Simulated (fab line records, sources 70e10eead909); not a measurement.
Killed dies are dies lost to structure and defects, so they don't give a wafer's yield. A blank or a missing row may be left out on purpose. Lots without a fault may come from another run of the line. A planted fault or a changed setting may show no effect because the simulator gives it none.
fab line records | flow nand_harc | part 2 of 2: steps 24 to 29 of 29
record lots=5 wafers=15 last_day=24
route steps=1159 shown A_STAIRCASE@593
lots that met no fault: from a run of the same line without faults
start_h: hours from the record's first day to the start of the lot's first wafer shown | wait_h: hours since the lot's step before | " the same as in the row above | L1.1+2: a row that stands for several wafers | - no value, or no start given | * or withheld: withheld | < > ~ a bound
route shown NAME@n: a module of which the file shows steps, and the number in the route of the first | usual: mean/standard deviation of fault-free wafers | same: alike in all rows | chamber/n: place in a boat | sites: the reading at each site | _std_site: their standard deviation | _edge_site: outer sites' mean less inner sites' | radius_mm: how far each site lies from the wafer's centre | mask NAME#n: copy n | behind: the tool/chamber that last shaped the wafer | hold: why the lot was held/for how many hours/how that ended | device: the transistor (n, p or np) that didn't switch | end of line: the same wafers' tests at the end of the route | a step without rows: its recipe alone | killed: dies lost to structure and defects at the first sort, not the wafer's yield | map: a wafer's dies, x killed, . not, _ none there
set.NAME: the setting as run; set.NAME@STEP: as run at that earlier step | model.NAME: the simulator's own value behind a step, which no gauge read
lots at some steps of the route; a table a step, a row a wafer
services: from which hour (start_h, from the record's first day; less than 0 if before it) a tool's chamber was out of use, for how many hours, and why
## steps
# step NHARC_A_STAIRCASE_TRIM_224
# recipe time_s=211.2 o2_flow_sccm=500 ar_flow_sccm=0 bias_w=0 chemistry=O2
# usual drypump_motor_current_A=5.8/0.52 oes_product_au=1.002/0.0076 rf_vpp_V=57.7/0.87 showerhead_plenum_p_Torr=3.51/0.11 throttle_valve_pct=17.036/0.0096
# columns lot.wafer tool chamber start_h wait_h drypump_motor_current_A oes_product_au rf_hours_counter_h rf_vpp_V showerhead_plenum_p_Torr throttle_valve_pct
L079.2 rie_diel-07 1 - - 5.8 1.007 15 56.2 3.34 17.019
L079.1 " 3 " " 6.4 1.004 14 59.2 3.60 17.032
L079.6 " 1 " " 5.8 1.003 - 56.8 3.34 17.046
L081.2 rie_diel-09 2 - - 6.2 1.000 10 57.2 3.60 17.029
L081.3 " 3 " " 6.4 0.989 11 57.9 3.59 17.030
L081.6 " 3 " " 6.3 1.002 - 56.4 3.59 17.045
L084.3 rie_diel-06 2 - - 5.0 1.014 22 58.9 3.60 17.035
L084.2 " 0 " " 5.7 1.008 22 58.4 3.29 17.022
L084.6 " 0 " " 5.6 1.018 - 58.0 3.29 17.039
L093.2 rie_diel-06 1 - - 6.0 0.988 42 56.8 3.41 17.022
L093.1 " 2 " " 5.0 1.002 42 56.5 3.59 17.054
L093.4 " 2 " " 5.0 1.003 - 58.3 3.59 17.020
L095.2 rie_diel-09 1 - - 5.8 1.009 37 57.4 3.57 17.033
L095.1 " 2 " " 6.2 1.002 36 57.1 3.58 17.034
L095.5 " 0 " " 4.8 1.003 - 60.0 3.50 17.025
# step NHARC_A_STAIRCASE_ETCH_225
# recipe target_depth_a=1000 time_s=40.5 ion_energy_ev=400 c4f8_flow_sccm=20 o2_flow_sccm=10 ar_flow_sccm=withheld rf_w=600 bias_w=1000 chemistry=C4F8/O2
# usual oes_product_au=0.940/0.011 rf_vpp_V=895/4.1
# columns lot.wafer tool chamber start_h wait_h oes_product_au rf_hours_counter_h rf_vpp_V
L079.1 rie_diel-07 1 - - 0.951 15 889
L079.2 " 2 " " 0.949 14 900
L079.6 " 2 " " 0.946 - 901
L081.2 rie_diel-09 2 - - 0.949 10 899
L081.3 " 3 " " 0.935 11 897
L081.6 " 2 " " 0.952 - 898
L084.2 rie_diel-06 1 - - 0.921 22 892
L084.3 " 2 " " 0.946 22 899
L084.6 " 1 " " 0.939 - 892
L093.2 rie_diel-06 2 - - 0.939 42 899
L093.1 " 3 " " 0.939 32 896
L093.4 " 2 " " 0.939 - 898
L095.2 rie_diel-09 0 - - 0.943 41 895
L095.1 " 1 " " 0.943 37 898
L095.5 " 0 " " 0.945 - 894
# step NHARC_A_STAIRCASE_TRIM_226
# recipe time_s=211.2 o2_flow_sccm=500 ar_flow_sccm=0 bias_w=0 chemistry=O2
# usual drypump_motor_current_A=5.8/0.52 oes_product_au=1.001/0.0072 rf_vpp_V=57.8/0.94 showerhead_plenum_p_Torr=3.51/0.11 throttle_valve_pct=17.038/0.0088
# columns lot.wafer tool chamber start_h wait_h drypump_motor_current_A oes_product_au rf_hours_counter_h rf_vpp_V showerhead_plenum_p_Torr throttle_valve_pct
L079.2 rie_diel-07 1 - - 5.8 1.014 15 58.2 3.34 17.042
L079.1 " 3 " " 6.4 1.018 14 58.1 3.60 17.033
L079.6 " 0 " " 6.6 1.015 - 55.9 3.40 17.059
L081.3 rie_diel-09 2 - - 6.2 1.010 10 58.3 3.60 17.044
L081.2 " 0 " " 4.8 1.007 12 56.6 3.51 17.041
L081.6 " 0 " " 4.8 1.005 - 57.3 3.51 17.042
L084.3 rie_diel-06 0 - - 5.6 1.009 22 57.5 3.29 17.037
L084.2 " 2 " " 5.0 1.009 22 57.7 3.60 17.040
L084.6 " 2 " " 5.0 1.001 - 59.5 3.60 17.037
L093.1 rie_diel-06 1 - - 6.1 0.986 43 56.4 3.41 17.029
L093.2 " 3 " " 6.1 1.008 33 58.1 3.56 17.033
L093.4 " 3 " " 6.1 0.998 - 56.8 3.56 17.044
L095.1 rie_diel-09 0 - - 4.9 0.998 41 57.4 3.50 17.048
L095.2 " 1 " " 5.7 0.990 37 58.5 3.57 17.048
L095.5 " 1 " " 5.7 0.988 - 56.9 3.57 17.045
# step NHARC_A_STAIRCASE_ETCH_227
# recipe target_depth_a=1000 time_s=40.5 ion_energy_ev=400 c4f8_flow_sccm=20 o2_flow_sccm=10 ar_flow_sccm=withheld rf_w=600 bias_w=1000 chemistry=C4F8/O2
# usual oes_product_au=0.939/0.011 rf_vpp_V=896/4.1
# columns lot.wafer tool chamber start_h wait_h oes_product_au rf_hours_counter_h rf_vpp_V
L079.1 rie_diel-07 0 - - 0.942 14 892
L079.2 " 2 " " 0.938 14 902
L079.6 " 0 " " 0.946 - 892
L081.2 rie_diel-09 0 - - 0.923 12 896
L081.3 " 3 " " 0.931 - 897
L081.6 " 0 " " 0.931 - 896
L084.2 rie_diel-06 1 - - 0.943 23 892
L084.3 " 2 " " 0.949 22 897
L084.6 " 2 " " 0.939 - 899
L093.2 rie_diel-06 2 - - 0.933 42 899
L093.1 " 3 " " 0.930 33 896
L093.4 " 2 " " 0.926 - 898
L095.1 rie_diel-09 1 - - 0.944 37 897
L095.2 " 0 " " 0.946 41 896
L095.5 " 2 " " 0.946 - 898
# step NHARC_A_STAIRCASE_TRIM_229
# recipe time_s=211.2 o2_flow_sccm=500 ar_flow_sccm=0 bias_w=0 chemistry=O2
# usual drypump_motor_current_A=5.9/0.51 oes_product_au=1.004/0.0094 rf_vpp_V=57.8/0.9 showerhead_plenum_p_Torr=3.51/0.12 throttle_valve_pct=17.036/0.0091
# columns lot.wafer tool chamber start_h wait_h drypump_motor_current_A oes_product_au rf_hours_counter_h rf_vpp_V showerhead_plenum_p_Torr throttle_valve_pct
L079.2 rie_diel-07 0 269.50 0.1 6.5 1.012 14 57.3 3.40 17.033
L079.1 " 1 " " 5.8 1.011 15 58.4 3.34 17.058
L079.6 " 3 " " 6.4 1.016 - 58.4 3.60 17.030
L081.2 rie_diel-06 3 285.87 0.1 6.1 1.002 15 58.7 3.57 17.045
L081.3 " 0 " " 5.6 1.005 16 58.6 3.30 17.033
L081.6 " 3 " " 6.1 1.001 - 57.8 3.57 17.041
L084.3 rie_diel-06 2 306.03 0.1 5.0 1.007 22 58.3 3.60 17.028
L084.2 " 1 " " 6.0 1.005 23 57.2 3.42 17.039
L084.6 " 1 " " 6.0 1.004 - 58.6 3.42 17.035
L093.1 rie_diel-07 1 355.19 0.1 5.8 1.014 49 57.4 3.32 17.050
L093.2 " 0 " " 6.5 1.016 48 56.7 3.38 17.040
L093.4 " 3 " " 6.4 1.009 - 59.5 3.58 17.034
L095.2 rie_diel-07 3 366.99 0.1 6.4 1.002 50 57.9 3.58 17.032
L095.1 " 1 " " 5.8 1.013 54 57.5 3.31 17.035
L095.5 " 3 " " 6.4 1.004 - 58.4 3.58 17.034
# step NHARC_A_STAIRCASE_ETCH_230
# recipe target_depth_a=1000 time_s=40.5 ion_energy_ev=400 c4f8_flow_sccm=20 o2_flow_sccm=10 ar_flow_sccm=withheld rf_w=600 bias_w=1000 chemistry=C4F8/O2
# usual oes_product_au=0.948/0.016 rf_vpp_V=895/4.7
# columns lot.wafer tool chamber start_h wait_h oes_product_au rf_hours_counter_h rf_vpp_V
L079.2 rie_diel-07 3 - - 0.942 14 899
L079.1 " 0 " " 0.945 14 891
L079.6 " 1 " " 0.936 - 888
L081.2 rie_diel-06 1 - - 0.954 15 893
L081.3 " 2 " " 0.951 14 898
L081.6 " 0 " " 0.968 - 888
L084.3 rie_diel-06 0 - - 0.960 23 887
L084.2 " 1 " " 0.953 23 891
L084.6 " 1 " " 0.953 - 892
L093.1 rie_diel-07 3 - - 0.948 46 896
L093.2 " 0 " " 0.949 49 890
L093.4 " 3 " " 0.950 - 898
L095.1 rie_diel-07 2 - - 0.927 43 901
L095.2 " 3 " " 0.937 50 897
L095.5 " 2 " " 0.922 - 901
## services
# columns tool chamber start_h hours kind
rie_diel-06 - 242.47 9.0 pm
rie_diel-09 - 254.11 9.0 pm
krf_scanner-01 - 256.11 4.0 pm
wet_bench-02 - 274.04 4.8 repair
rie_diel-06 - 275.48 0.3 repair
plasma_asher-01 - 276.57 9.0 pm
rie_diel-09 1 282.27 4.0 repair
rie_diel-09 2 285.48 8.2 repair
rie_diel-06 3 291.21 21.8 repair
krf_scanner-04 - 301.74 4.0 pm
wet_bench-06 - 305.60 8.0 pm
rie_diel-07 1 310.76 2.2 repair
krf_scanner-01 - 319.84 0.3 repair
plasma_asher-01 - 322.32 0.3 repair
rie_diel-06 3 326.38 3.6 repair
rie_diel-06 0 328.72 43.8 repair
litho_track-02 - 340.00 7.0 pm
krf_scanner-03 - 340.02 4.0 pm
rie_diel-07 2 340.48 15.5 repair
plasma_asher-01 - 352.35 5.3 repair
wet_bench-02 - 356.00 8.0 pm
plasma_asher-02 - 360.24 9.0 pm
rie_diel-09 3 360.57 16.6 repair
litho_track-07 - 364.00 7.0 pm
